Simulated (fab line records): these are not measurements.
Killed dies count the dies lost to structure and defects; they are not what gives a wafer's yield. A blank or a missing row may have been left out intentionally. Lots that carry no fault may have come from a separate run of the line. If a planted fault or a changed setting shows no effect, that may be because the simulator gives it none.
fab line records :: flow n5_finfet
record
  lots=5
  wafers=15
  last_day=16
route steps=1938 shown MOL_CONTACT_COAG@605 BEOL_M4@1111 PASSIVATION@1936
lots that met no fault: from a run of the same line without faults
start_h: hours from the record's opening day to when the first of the lot's shown wafers began :: wait_h: hours elapsed since this lot's preceding step :: " the same as in the row above :: L1.1+2: a single row standing in for several wafers :: - no value, or no start was given :: * or withheld: withheld :: < > ~ a bound
route shown NAME@n: NAME is a module with steps in the file, n the number in the route of the first one :: usual: average and standard deviation across the fault-free wafers :: same: alike in all rows :: chamber/n: place in a boat :: sites: readings site by site :: _std_site: the values' standard deviation :: _edge_site: outer sites' mean less inner sites' :: radius_mm: for every site, how far away it sits from the centre of the wafer :: mask NAME#n: copy n :: behind: the most recent tool/chamber to have shaped the wafer :: hold: cause of the lot's hold/its duration in hours/its outcome :: device: transistor that didn't switch, given as n, p or np :: end of line: at the end of the route, the tests of the same wafers :: where a step has no rows: the recipe by itself :: killed: at the first sort, the dies lost to defects and structure; wafer yield is something else :: map: shows each die of a wafer: x if killed, . if not, _ if none is there
set.NAME: the run value of the setting; set.NAME@STEP: its run value at that earlier step :: model.NAME: the simulator's own value behind a step, which no gauge read
certain route steps with their lots: each step a table, each wafer a row
services: when a tool's chamber went out of use (start_h, in hours from the record's first day, below 0 if earlier), for how many hours, and the reason
## steps
# step N5_MOL_CONTACT_COAG_DESCUM_45
# recipe
  chemistry=O2
  time_s=7
  source_power_w=50
  bias_power_w=20
  pressure_mtorr=20
  rf_frequency_hz=2.712e+07
  temp_c=40
  resist=CAR-EUV
  o2_flow_sccm=225
# step N5_MOL_CONTACT_COAG_ETCH_65
# recipe
  chemistry=N2/H2
  target=underlayer
  target_depth_a=130
  mask_material=CAR-EUV
  time_s=10.4
  ion_energy_ev=200
  pressure_mtorr=30
  source_w=840
  bias_w=150
  n2_flow_sccm=200
  h2_flow_sccm=200
  ends=cleared
# step N5_MOL_CONTACT_COAG_ETCH_66
# recipe
  chemistry=CF4
  target=SiARC
  target_depth_a=130
  mask_material=CAR-EUV
  time_s=21.7
  ion_energy_ev=80
  pressure_mtorr=40
  source_w=545
  bias_w=36
  Ar_flow_sccm=100
  cf4_flow_sccm=100
  ends=cleared
# step N5_MOL_CONTACT_COAG_ALD_133
# recipe
  material=SiO2
  target_thk_a=50
  temp_c=100
  ald_precursor_family=BDEAS
  ald_co_reactant=O2-plasma
  pulse_time_s=1
  co_reactant_pulse_time_s=1
  purge_time_s=2
  co_reactant_purge_time_s=2
  ald_cycles=35
  pressure_torr=2
# step N5_MOL_CONTACT_COAG_ETCHBACK_134
# recipe
  chemistry=CHF3
  target=SiO2
  target_depth_a=100
  time_s=6.7
  ion_energy_ev=200
  pressure_mtorr=30
  source_w=610
  bias_w=170
  Ar_flow_sccm=200
  CHF3_flow_sccm=50
# step N5_MOL_CONTACT_COAG_ETCH_67
# recipe
  chemistry=N2/H2
  target=SOC
  target_depth_a=600
  overetch_a=210
  mask_material=SiARC
  temp_c=40
  time_s=101.2
  ion_energy_ev=200
  pressure_mtorr=30
  source_w=840
  bias_w=150
  n2_flow_sccm=200
  h2_flow_sccm=200
# step N5_MOL_CONTACT_COAG_STRIP_68
# recipe
  chemistry=N2/H2
  temp_c=40
  n2_flow_sccm=200
  h2_flow_sccm=200
  rf_frequency_hz=6e+07
# step N5_MOL_CONTACT_COAG_STRIP_69
# recipe
  chemistry=N2/H2
  temp_c=40
  n2_flow_sccm=200
  h2_flow_sccm=200
  rf_frequency_hz=6e+07
# step N5_MOL_CONTACT_COAG_ETCHBACK_136
# recipe
  chemistry=CHF3
  target=SiO2
  target_depth_a=250
  time_s=16.7
  ion_energy_ev=200
  pressure_mtorr=30
  source_w=610
  bias_w=170
  Ar_flow_sccm=200
  CHF3_flow_sccm=50
# step N5_MOL_CONTACT_COAG_STRIP_120
# recipe
  chemistry=CHF3
  resist=SiARC
  rf_frequency_hz=6e+07
# step N5_MOL_CONTACT_COAG_VIA_ETCH_117
# recipe
  chemistry=C4F6/O2
  target_depth_a=400
  overetch_a=80
  mask_material=SOC
  target=SiO2
  bias_w=455
  pressure_mtorr=10
  time_s=26
  source_w=325
  Ar_flow_sccm=300
  C4F6_flow_sccm=10
  O2_flow_sccm=10
  ion_energy_ev=575.3
  ends=end_point
# step N5_MOL_CONTACT_COAG_ETCH_124
# recipe
  chemistry=CH3F/O2
  target=SiNx
  target_depth_a=65
  mask_material=SOC
  stop_on=SiOC
  over_etch_frac=0.3
  ion_energy_ev=120
  pressure_mtorr=30
  source_w=395
  bias_w=73
  Ar_flow_sccm=150
  CH3F_flow_sccm=30
  O2_flow_sccm=20
  ends=end_point
# usual
  O2_flow_sccm=20.00/0.058
  drypump_motor_current_A=5.9/0.42
  oes_product_au=0.64/0.06
  rf_fwd_power_W=390.7/1.9
  rf_vpp_V=297/6.3
  showerhead_plenum_p_Torr=2.00/0.069
  throttle_valve_pct=16.37/0.19
lot.wafer: L755.1
tool: rie_diel-02
chamber: 2
start_h: 126.84
wait_h: 0.0
O2_flow_sccm: 19.96
drypump_motor_current_A: 5.8
oes_product_au: 0.61
rf_fwd_power_W: 388.5
rf_hours_counter_h: 228
rf_vpp_V: 310
showerhead_plenum_p_Torr: 1.97
throttle_valve_pct: 16.54

lot.wafer: L755.3
tool: rie_diel-02
chamber: 1
start_h: 126.84
wait_h: 0.0
O2_flow_sccm: 20.01
drypump_motor_current_A: 5.4
oes_product_au: 0.64
rf_fwd_power_W: 392.3
rf_hours_counter_h: 165
rf_vpp_V: 302
showerhead_plenum_p_Torr: 2.10
throttle_valve_pct: 16.25

lot.wafer: L755.5
tool: rie_diel-02
chamber: 2
start_h: 126.84
wait_h: 0.0
O2_flow_sccm: 20.01
drypump_motor_current_A: 5.8
oes_product_au: 0.60
rf_fwd_power_W: 390.2
rf_hours_counter_h: -
rf_vpp_V: 312
showerhead_plenum_p_Torr: 1.97
throttle_valve_pct: 16.55

lot.wafer: L758.2
tool: rie_diel-02
chamber: 3
start_h: 144.22
wait_h: 0.0
O2_flow_sccm: 20.04
drypump_motor_current_A: 6.0
oes_product_au: 0.74
rf_fwd_power_W: 391.3
rf_hours_counter_h: 36
rf_vpp_V: 293
showerhead_plenum_p_Torr: 1.94
throttle_valve_pct: 16.28

lot.wafer: L758.4
tool: rie_diel-02
chamber: 2
start_h: 144.22
wait_h: 0.0
O2_flow_sccm: 19.96
drypump_motor_current_A: 5.8
oes_product_au: 0.60
rf_fwd_power_W: 481.7
rf_hours_counter_h: 235
rf_vpp_V: 282
showerhead_plenum_p_Torr: 1.97
throttle_valve_pct: 16.57

lot.wafer: L758.5
tool: rie_diel-02
chamber: 2
start_h: 144.22
wait_h: 0.0
O2_flow_sccm: 20.02
drypump_motor_current_A: 5.8
oes_product_au: 0.60
rf_fwd_power_W: 479.6
rf_hours_counter_h: -
rf_vpp_V: 281
showerhead_plenum_p_Torr: 1.97
throttle_valve_pct: 16.57

lot.wafer: L760.1
tool: rie_diel-02
chamber: 2
start_h: 155.45
wait_h: 0.0
O2_flow_sccm: 20.11
drypump_motor_current_A: 5.8
oes_product_au: 0.60
rf_fwd_power_W: 484.1
rf_hours_counter_h: 238
rf_vpp_V: 281
showerhead_plenum_p_Torr: 1.97
throttle_valve_pct: 16.57

lot.wafer: L760.2
tool: rie_diel-02
chamber: 0
start_h: 155.45
wait_h: 0.0
O2_flow_sccm: 20.09
drypump_motor_current_A: 6.3
oes_product_au: 0.64
rf_fwd_power_W: 392.5
rf_hours_counter_h: 138
rf_vpp_V: 300
showerhead_plenum_p_Torr: 1.84
throttle_valve_pct: 16.44

lot.wafer: L760.6
tool: rie_diel-02
chamber: 2
start_h: 155.45
wait_h: 0.0
O2_flow_sccm: 20.07
drypump_motor_current_A: 5.8
oes_product_au: 0.60
rf_fwd_power_W: 483.4
rf_hours_counter_h: -
rf_vpp_V: 281
showerhead_plenum_p_Torr: 1.97
throttle_valve_pct: 16.57

lot.wafer: L762.1
tool: rie_diel-02
chamber: 1
start_h: 170.58
wait_h: 0.0
O2_flow_sccm: 20.06
drypump_motor_current_A: 5.4
oes_product_au: 0.62
rf_fwd_power_W: 387.3
rf_hours_counter_h: 180
rf_vpp_V: 304
showerhead_plenum_p_Torr: 2.09
throttle_valve_pct: 16.28

lot.wafer: L762.4
tool: rie_diel-02
chamber: 2
start_h: 170.58
wait_h: 0.0
O2_flow_sccm: 20.05
drypump_motor_current_A: 5.8
oes_product_au: 0.59
rf_fwd_power_W: 483.5
rf_hours_counter_h: 245
rf_vpp_V: 282
showerhead_plenum_p_Torr: 1.96
throttle_valve_pct: 16.59

lot.wafer: L762.6
tool: rie_diel-02
chamber: 3
start_h: 170.58
wait_h: 0.0
O2_flow_sccm: 20.04
drypump_motor_current_A: 6.0
oes_product_au: 0.72
rf_fwd_power_W: 390.9
rf_hours_counter_h: -
rf_vpp_V: 293
showerhead_plenum_p_Torr: 1.94
throttle_valve_pct: 16.28

lot.wafer: L769.3
tool: rie_diel-03
chamber: 0
start_h: 218.09
wait_h: 0.0
O2_flow_sccm: 19.95
drypump_motor_current_A: 6.3
oes_product_au: 0.57
rf_fwd_power_W: 388.1
rf_hours_counter_h: -
rf_vpp_V: 294
showerhead_plenum_p_Torr: 1.96
throttle_valve_pct: 16.53

lot.wafer: L769.4
tool: rie_diel-03
chamber: 3
start_h: 218.09
wait_h: 0.0
O2_flow_sccm: 20.01
drypump_motor_current_A: 5.9
oes_product_au: 0.60
rf_fwd_power_W: 390.7
rf_hours_counter_h: -
rf_vpp_V: 288
showerhead_plenum_p_Torr: 1.98
throttle_valve_pct: 16.18

lot.wafer: L769.5
tool: rie_diel-03
chamber: 0
start_h: 218.09
wait_h: 0.0
O2_flow_sccm: 20.02
drypump_motor_current_A: 6.3
oes_product_au: 0.57
rf_fwd_power_W: 388.4
rf_hours_counter_h: -
rf_vpp_V: 295
showerhead_plenum_p_Torr: 1.96
throttle_valve_pct: 16.51
# step N5_MOL_CONTACT_COAG_ETCH_48
# recipe
  chemistry=C4F6/O2
  target_depth_a=150
  overetch_a=45
  mask_material=SOC
  target=SiOC
  bias_w=465
  pressure_mtorr=10
  time_s=17
  source_w=335
  Ar_flow_sccm=300
  C4F6_flow_sccm=10
  O2_flow_sccm=10
  ion_energy_ev=576
# step N5_BEOL_M4_RC_MEAS_101
# usual
  DIBL_N=35.9/1.8
  DIBL_P=36.2/2
  IOFF_N=0.16/0.031
  IOFF_P=0.22/0.041
  ION_N=676/11
  ION_P=465/8.5
  SS_N=71.4/0.64
  SS_P=73.2/0.7
  VT_N=250/3.5
  VT_P=-250/3.9
lot.wafer: L755.1
tool: prober-01
chamber: 0
start_h: 195.02
wait_h: 0.0
DIBL_N[mV/V]: 36.9
DIBL_P[mV/V]: 37.6
IOFF_N[nA/um]: 0.16
IOFF_P[nA/um]: 0.27
ION_N[uA/um]: 672
ION_P[uA/um]: 468
SS_N[mV/dec]: 71.9
SS_P[mV/dec]: 73.8
VT_N[mV]: 248
VT_P[mV]: -248

lot.wafer: L755.3
tool: prober-01
chamber: 0
start_h: 195.02
wait_h: 0.0
DIBL_N[mV/V]: 37.8
DIBL_P[mV/V]: 38.1
IOFF_N[nA/um]: 0.20
IOFF_P[nA/um]: 0.29
ION_N[uA/um]: 701
ION_P[uA/um]: 481
SS_N[mV/dec]: 72.3
SS_P[mV/dec]: 73.7
VT_N[mV]: 243
VT_P[mV]: -244

lot.wafer: L755.5
tool: prober-01
chamber: 0
start_h: 195.02
wait_h: 0.0
DIBL_N[mV/V]: 38.0
DIBL_P[mV/V]: 38.6
IOFF_N[nA/um]: 0.19
IOFF_P[nA/um]: 0.29
ION_N[uA/um]: 674
ION_P[uA/um]: 470
SS_N[mV/dec]: 72.0
SS_P[mV/dec]: 73.2
VT_N[mV]: 246
VT_P[mV]: -242

lot.wafer: L758.2
tool: prober-01
chamber: 0
start_h: 214.34
wait_h: 0.2
DIBL_N[mV/V]: 37.5
DIBL_P[mV/V]: 37.5
IOFF_N[nA/um]: 0.19
IOFF_P[nA/um]: 0.27
ION_N[uA/um]: 690
ION_P[uA/um]: 478
SS_N[mV/dec]: 71.6
SS_P[mV/dec]: 73.6
VT_N[mV]: 245
VT_P[mV]: -244

lot.wafer: L758.4
tool: prober-01
chamber: 0
start_h: 214.34
wait_h: 0.2
DIBL_N[mV/V]: 33.2
DIBL_P[mV/V]: 31.4
IOFF_N[nA/um]: 0.11
IOFF_P[nA/um]: 0.17
ION_N[uA/um]: 669
ION_P[uA/um]: 459
SS_N[mV/dec]: 70.7
SS_P[mV/dec]: 71.9
VT_N[mV]: 254
VT_P[mV]: -250

lot.wafer: L758.5
tool: prober-01
chamber: 0
start_h: 214.34
wait_h: 0.2
DIBL_N[mV/V]: 36.7
DIBL_P[mV/V]: 36.6
IOFF_N[nA/um]: 0.17
IOFF_P[nA/um]: 0.24
ION_N[uA/um]: 687
ION_P[uA/um]: 477
SS_N[mV/dec]: 72.1
SS_P[mV/dec]: 73.1
VT_N[mV]: 250
VT_P[mV]: -248

lot.wafer: L760.1
tool: prober-01
chamber: 0
start_h: 218.67
wait_h: 0.0
DIBL_N[mV/V]: 35.2
DIBL_P[mV/V]: 35.4
IOFF_N[nA/um]: 0.14
IOFF_P[nA/um]: 0.22
ION_N[uA/um]: 681
ION_P[uA/um]: 472
SS_N[mV/dec]: 70.6
SS_P[mV/dec]: 72.7
VT_N[mV]: 252
VT_P[mV]: -248

lot.wafer: L760.2
tool: prober-01
chamber: 0
start_h: 218.67
wait_h: 0.0
DIBL_N[mV/V]: 37.9
DIBL_P[mV/V]: 38.2
IOFF_N[nA/um]: 0.19
IOFF_P[nA/um]: 0.27
ION_N[uA/um]: 689
ION_P[uA/um]: 470
SS_N[mV/dec]: 72.1
SS_P[mV/dec]: 73.4
VT_N[mV]: 246
VT_P[mV]: -243

lot.wafer: L760.6
tool: prober-01
chamber: 0
start_h: 218.67
wait_h: 0.0
DIBL_N[mV/V]: 34.1
DIBL_P[mV/V]: 34.1
IOFF_N[nA/um]: 0.14
IOFF_P[nA/um]: 0.20
ION_N[uA/um]: 676
ION_P[uA/um]: 470
SS_N[mV/dec]: 71.1
SS_P[mV/dec]: 73.0
VT_N[mV]: 251
VT_P[mV]: -250

lot.wafer: L762.1
tool: prober-01
chamber: 0
start_h: 242.09
wait_h: 0.0
DIBL_N[mV/V]: 38.4
DIBL_P[mV/V]: 38.3
IOFF_N[nA/um]: 0.20
IOFF_P[nA/um]: 0.26
ION_N[uA/um]: 693
ION_P[uA/um]: 470
SS_N[mV/dec]: 71.3
SS_P[mV/dec]: 74.3
VT_N[mV]: 248
VT_P[mV]: -249

lot.wafer: L762.4
tool: prober-01
chamber: 0
start_h: 242.09
wait_h: 0.0
DIBL_N[mV/V]: 37.5
DIBL_P[mV/V]: 37.0
IOFF_N[nA/um]: 0.19
IOFF_P[nA/um]: 0.24
ION_N[uA/um]: 686
ION_P[uA/um]: 475
SS_N[mV/dec]: 71.9
SS_P[mV/dec]: 73.3
VT_N[mV]: 246
VT_P[mV]: -251

lot.wafer: L762.6
tool: prober-01
chamber: 0
start_h: 242.09
wait_h: 0.0
DIBL_N[mV/V]: 36.7
DIBL_P[mV/V]: 36.3
IOFF_N[nA/um]: 0.16
IOFF_P[nA/um]: 0.22
ION_N[uA/um]: 679
ION_P[uA/um]: 468
SS_N[mV/dec]: 71.7
SS_P[mV/dec]: 74.0
VT_N[mV]: 249
VT_P[mV]: -250

lot.wafer: L769.3
tool: prober-02
chamber: 0
start_h: 284.97
wait_h: 0.3
DIBL_N[mV/V]: 36.9
DIBL_P[mV/V]: 37.2
IOFF_N[nA/um]: 0.17
IOFF_P[nA/um]: 0.24
ION_N[uA/um]: 692
ION_P[uA/um]: 480
SS_N[mV/dec]: 70.4
SS_P[mV/dec]: 74.2
VT_N[mV]: 248
VT_P[mV]: -248

lot.wafer: L769.4
tool: prober-02
chamber: 0
start_h: 284.97
wait_h: 0.3
DIBL_N[mV/V]: 37.2
DIBL_P[mV/V]: 38.5
IOFF_N[nA/um]: 0.16
IOFF_P[nA/um]: 0.27
ION_N[uA/um]: 672
ION_P[uA/um]: 471
SS_N[mV/dec]: 70.6
SS_P[mV/dec]: 74.6
VT_N[mV]: 249
VT_P[mV]: -244

lot.wafer: L769.5
tool: prober-02
chamber: 0
start_h: 284.97
wait_h: 0.3
DIBL_N[mV/V]: 38.0
DIBL_P[mV/V]: 38.1
IOFF_N[nA/um]: 0.18
IOFF_P[nA/um]: 0.27
ION_N[uA/um]: 676
ION_P[uA/um]: 472
SS_N[mV/dec]: 71.4
SS_P[mV/dec]: 73.8
VT_N[mV]: 246
VT_P[mV]: -244
# step N5_PASSIVATION_PROBE_49
# usual
  defect_limited_yield=91.3/1.3
  killed_at_M0_to_M3=35/9.3
  killed_at_M4_up=14/5.2
  killed_at_contacts=12/5.9
  killed_at_front_end=38/11
  killed_at_other=4/3.7
  killed_dies=103/15
  killed_open=67/12
  killed_short=34/8
  sort_bin_5_function=5.1/0.88
  sort_bin_6_memory=3.3/0.65
  sort_n_pass=1077/15
  sort_yield_pct=91.3/1.3
# same
  gross_dies=1180
  killed_at_back_side=0
  sort_bin_4_leakage[%]=0
  sort_bin_8_speed[%]=0
lot.wafer: L755.1
tool: prober-01
chamber: -
start_h: 309.44
wait_h: 0.0
defect_limited_yield[%]: 91.7
killed_at_M0_to_M3: 41
killed_at_M4_up: 18
killed_at_contacts: 13
killed_at_front_end: 25
killed_at_other: 1
killed_dies: 98
killed_open: 63
killed_short: 35
sort_bin_5_function[%]: 5.4
sort_bin_6_memory[%]: 2.7
sort_n_pass: 1082
sort_yield_pct[%]: 91.7

lot.wafer: L755.3
tool: prober-01
chamber: -
start_h: 309.54
wait_h: 0.1
defect_limited_yield[%]: 90.9
killed_at_M0_to_M3: 44
killed_at_M4_up: 18
killed_at_contacts: 13
killed_at_front_end: 32
killed_at_other: 0
killed_dies: 107
killed_open: 73
killed_short: 33
sort_bin_5_function[%]: 4.9
sort_bin_6_memory[%]: 4.1
sort_n_pass: 1073
sort_yield_pct[%]: 90.9

lot.wafer: L755.5
tool: prober-01
chamber: -
start_h: 309.64
wait_h: 0.2
defect_limited_yield[%]: 92.5
killed_at_M0_to_M3: 37
killed_at_M4_up: 12
killed_at_contacts: 7
killed_at_front_end: 32
killed_at_other: 1
killed_dies: 89
killed_open: 67
killed_short: 21
sort_bin_5_function[%]: 4.2
sort_bin_6_memory[%]: 3.3
sort_n_pass: 1091
sort_yield_pct[%]: 92.5

lot.wafer: L758.2
tool: prober-02
chamber: -
start_h: 328.54
wait_h: 0.1
defect_limited_yield[%]: 93.0
killed_at_M0_to_M3: 36
killed_at_M4_up: 9
killed_at_contacts: 4
killed_at_front_end: 32
killed_at_other: 2
killed_dies: 83
killed_open: 52
killed_short: 31
sort_bin_5_function[%]: 4.6
sort_bin_6_memory[%]: 2.3
sort_n_pass: 1097
sort_yield_pct[%]: 93.0

lot.wafer: L758.4
tool: prober-02
chamber: -
start_h: 328.64
wait_h: 0.2
defect_limited_yield[%]: 90.8
killed_at_M0_to_M3: 37
killed_at_M4_up: 23
killed_at_contacts: 25
killed_at_front_end: 24
killed_at_other: 0
killed_dies: 109
killed_open: 78
killed_short: 30
sort_bin_5_function[%]: 5.2
sort_bin_6_memory[%]: 3.8
sort_n_pass: 1071
sort_yield_pct[%]: 90.8

lot.wafer: L758.5
tool: prober-02
chamber: -
start_h: 328.69
wait_h: 0.2
defect_limited_yield[%]: 92.9
killed_at_M0_to_M3: 26
killed_at_M4_up: 16
killed_at_contacts: 13
killed_at_front_end: 28
killed_at_other: 1
killed_dies: 84
killed_open: 57
killed_short: 27
sort_bin_5_function[%]: 4.5
sort_bin_6_memory[%]: 2.5
sort_n_pass: 1096
sort_yield_pct[%]: 92.9

lot.wafer: L760.1
tool: prober-01
chamber: -
start_h: 332.16
wait_h: 0.0
defect_limited_yield[%]: 92.4
killed_at_M0_to_M3: 35
killed_at_M4_up: 9
killed_at_contacts: 3
killed_at_front_end: 42
killed_at_other: 1
killed_dies: 90
killed_open: 68
killed_short: 22
sort_bin_5_function[%]: 5.0
sort_bin_6_memory[%]: 2.3
sort_n_pass: 1090
sort_yield_pct[%]: 92.4

lot.wafer: L760.2
tool: prober-01
chamber: -
start_h: 332.21
wait_h: 0.1
defect_limited_yield[%]: 92.6
killed_at_M0_to_M3: 45
killed_at_M4_up: 9
killed_at_contacts: 2
killed_at_front_end: 28
killed_at_other: 3
killed_dies: 87
killed_open: 57
killed_short: 30
sort_bin_5_function[%]: 4.7
sort_bin_6_memory[%]: 2.3
sort_n_pass: 1093
sort_yield_pct[%]: 92.6

lot.wafer: L760.6
tool: prober-01
chamber: -
start_h: 332.41
wait_h: 0.3
defect_limited_yield[%]: 94.2
killed_at_M0_to_M3: 21
killed_at_M4_up: 9
killed_at_contacts: 12
killed_at_front_end: 24
killed_at_other: 2
killed_dies: 68
killed_open: 40
killed_short: 24
sort_bin_5_function[%]: 3.6
sort_bin_6_memory[%]: 2.0
sort_n_pass: 1112
sort_yield_pct[%]: 94.2

lot.wafer: L762.1
tool: prober-02
chamber: -
start_h: 361.28
wait_h: 0.0
defect_limited_yield[%]: 90.8
killed_at_M0_to_M3: 24
killed_at_M4_up: 23
killed_at_contacts: 12
killed_at_front_end: 47
killed_at_other: 2
killed_dies: 108
killed_open: 75
killed_short: 33
sort_bin_5_function[%]: 5.1
sort_bin_6_memory[%]: 3.6
sort_n_pass: 1072
sort_yield_pct[%]: 90.8

lot.wafer: L762.4
tool: prober-02
chamber: -
start_h: 361.43
wait_h: 0.2
defect_limited_yield[%]: 89.8
killed_at_M0_to_M3: 34
killed_at_M4_up: 11
killed_at_contacts: 7
killed_at_front_end: 59
killed_at_other: 9
killed_dies: 120
killed_open: 89
killed_short: 31
sort_bin_5_function[%]: 6.6
sort_bin_6_memory[%]: 3.2
sort_n_pass: 1060
sort_yield_pct[%]: 89.8

lot.wafer: L762.6
tool: prober-02
chamber: -
start_h: 361.53
wait_h: 0.3
defect_limited_yield[%]: 91.4
killed_at_M0_to_M3: 20
killed_at_M4_up: 16
killed_at_contacts: 4
killed_at_front_end: 51
killed_at_other: 10
killed_dies: 101
killed_open: 68
killed_short: 29
sort_bin_5_function[%]: 5.0
sort_bin_6_memory[%]: 2.9
sort_n_pass: 1079
sort_yield_pct[%]: 91.4
# killed by level:class
L755.1 FIN_SAQP:geometric_particle:open=11 MOL_CONTACT_COAG:geometric_particle:open=9 BEOL_M0_SAQP:geometric_particle:open=8 BEOL_M1:geometric_particle:open=8 BEOL_M3:geometric_particle:open=8 BEOL_M4:geometric_particle:open=8 BEOL_M0_SAQP:geometric_particle:short=7 FIN_SAQP:geometric_particle:short=5
L755.3 FIN_SAQP:geometric_particle:open=11 BEOL_M4:geometric_particle:open=11 MOL_CONTACT_COAG:geometric_particle:open=10 BEOL_M0_SAQP:geometric_particle:open=9 BEOL_M0_SAQP:geometric_particle:short=8 BEOL_M3:geometric_particle:open=8 BEOL_M2:geometric_particle:open=7 FIN_SAQP:geometric_particle:short=6
L755.5 FIN_SAQP:geometric_particle:open=13 BEOL_M3:geometric_particle:open=8 BEOL_M0_SAQP:geometric_particle:open=8 STI_FIN_REVEAL:geometric_particle:open=6 BEOL_M2:geometric_particle:open=6 FIN_SAQP:geometric_particle:short=5 MOL_CONTACT_COAG:geometric_particle:open=5 BEOL_M1:geometric_particle:open=5
L758.2 STI_FIN_REVEAL:geometric_particle:open=8 BEOL_M0:geometric_particle:open=7 BEOL_M0_SAQP:geometric_particle:open=6 BEOL_M1:geometric_particle:open=6 STARTING-WAFER:geometric_particle:short=5 BEOL_M0_SAQP:geometric_particle:short=5 BEOL_M0:geometric_particle:short=5 MOL_CONTACT_COAG:geometric_particle:open=4
L758.4 MOL_CONTACT_COAG:geometric_particle:open=20 BEOL_M4:geometric_particle:open=18 BEOL_M0_SAQP:geometric_particle:open=9 BEOL_M1:geometric_particle:open=8 STI_FIN_REVEAL:geometric_particle:open=7 BEOL_M0_SAQP:geometric_particle:short=6 MOL_CONTACT_COAG:geometric_particle:short=5 BEOL_M3:geometric_particle:open=5
L758.5 BEOL_M4:geometric_particle:open=9 STI_FIN_REVEAL:geometric_particle:open=8 MOL_CONTACT_COAG:geometric_particle:open=8 FIN_SAQP:geometric_particle:open=6 BEOL_M0:geometric_particle:short=6 BEOL_M3:geometric_particle:open=6 MOL_CONTACT_COAG:geometric_particle:short=5 BEOL_M1:geometric_particle:open=5
L760.1 STI_FIN_REVEAL:geometric_particle:open=13 BEOL_M2:geometric_particle:open=11 BEOL_M0_SAQP:geometric_particle:open=9 FIN_SAQP:geometric_particle:short=8 FIN_SAQP:geometric_particle:open=6 BEOL_M4:geometric_particle:open=5 BEOL_M3:geometric_particle:open=5 BEOL_M1:geometric_particle:open=4
L760.2 BEOL_M0_SAQP:geometric_particle:short=14 BEOL_M0_SAQP:geometric_particle:open=9 BEOL_M3:geometric_particle:open=7 BEOL_M1:geometric_particle:open=7 BEOL_M2:geometric_particle:open=6 STI_FIN_REVEAL:geometric_particle:open=5 GATE_CUT:geometric_particle:open=5 BEOL_M4:geometric_particle:open=4
L760.6 MOL_CONTACT_COAG:geometric_particle:open=10 FIN_SAQP:geometric_particle:short=7 BEOL_M1:geometric_particle:open=5 FIN_SAQP:geometric_particle:open=4 STI_FIN_REVEAL:geometric_particle:open=3 GATE_CUT:geometric_particle:short=3 BEOL_M0_SAQP:geometric_particle:short=3 BEOL_M0_SAQP:geometric_particle:open=3
L762.1 STI_FIN_REVEAL:geometric_particle:open=12 MOL_CONTACT_COAG:geometric_particle:open=11 BEOL_M5:geometric_particle:open=9 FIN_SAQP:geometric_particle:open=7 DUMMY_GATE:geometric_particle:open=7 GATE_CUT:geometric_particle:short=7 BEOL_M0_SAQP:geometric_particle:open=5 BEOL_M1:geometric_particle:open=5
L762.4 FIN_SAQP:geometric_particle:open=20 STI_FIN_REVEAL:geometric_particle:open=14 BEOL_M0:geometric_particle:open=8 BEOL_M0_SAQP:geometric_particle:open=8 BEOL_M2:geometric_particle:open=8 MOL_CONTACT_COAG:geometric_particle:open=6 DUMMY_GATE:geometric_particle:open=6 FIN_SAQP:geometric_particle:short=5
L762.6 FIN_SAQP:geometric_particle:open=14 DUMMY_GATE:geometric_particle:open=8 STI_FIN_REVEAL:geometric_particle:open=7 BEOL_M0_SAQP:geometric_particle:short=7 BEOL_M4:geometric_particle:open=6 PAD_METAL:geometric_particle:open=6 BEOL_M0_SAQP:geometric_particle:open=5 BEOL_M0:geometric_particle:open=4
## services
tool: rie_diel-02
chamber: 2
start_h: 188.84
hours: -
kind: clean

tool: rie_diel-02
chamber: 2
start_h: 188.84
hours: -
kind: consumable_replace:focus_ring

tool: rie_diel-02
chamber: 2
start_h: 188.84
hours: 16.3
kind: scheduled_down

tool: rie_diel-02
chamber: 2
start_h: 188.84
hours: 16.3
kind: vent_cycle

tool: rie_diel-03
chamber: 2
start_h: 203.59
hours: -
kind: clean

tool: rie_diel-03
chamber: 2
start_h: 203.59
hours: -
kind: consumable_replace:focus_ring

tool: rie_diel-03
chamber: 2
start_h: 203.59
hours: 17.8
kind: scheduled_down

tool: rie_diel-03
chamber: 2
start_h: 203.59
hours: 17.8
kind: vent_cycle

tool: rie_diel-03
chamber: 1
start_h: 217.32
hours: 3.5
kind: repair
## key
first_sign
  step=N5_MOL_CONTACT_COAG_ETCH_124
  reading=rf_fwd_power_W
  direction=up
  sigmas=49
  usual=*
  struck=*
effect
  step=N5_MOL_CONTACT_COAG_ETCH_124
  reading=rf_vpp_V
  direction=down
  sigmas=2.5
  usual=297
  struck=281
met_at N5_MOL_CONTACT_COAG_ETCH_124
struck_wafers L758.4,L758.5,L760.1,L760.6,L762.4
onset_between 126.84 144.22
fault
  kind=process_parameter_drift
  tool=rie_diel-02
  chamber=2
  onset_h=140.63
  steps=N5_MOL_CONTACT_COAG_ETCH_124
  channel=source_w
  offset=94.8
  shape=step
  end_h=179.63
  acts_in=these_recipes_only
  stated=395
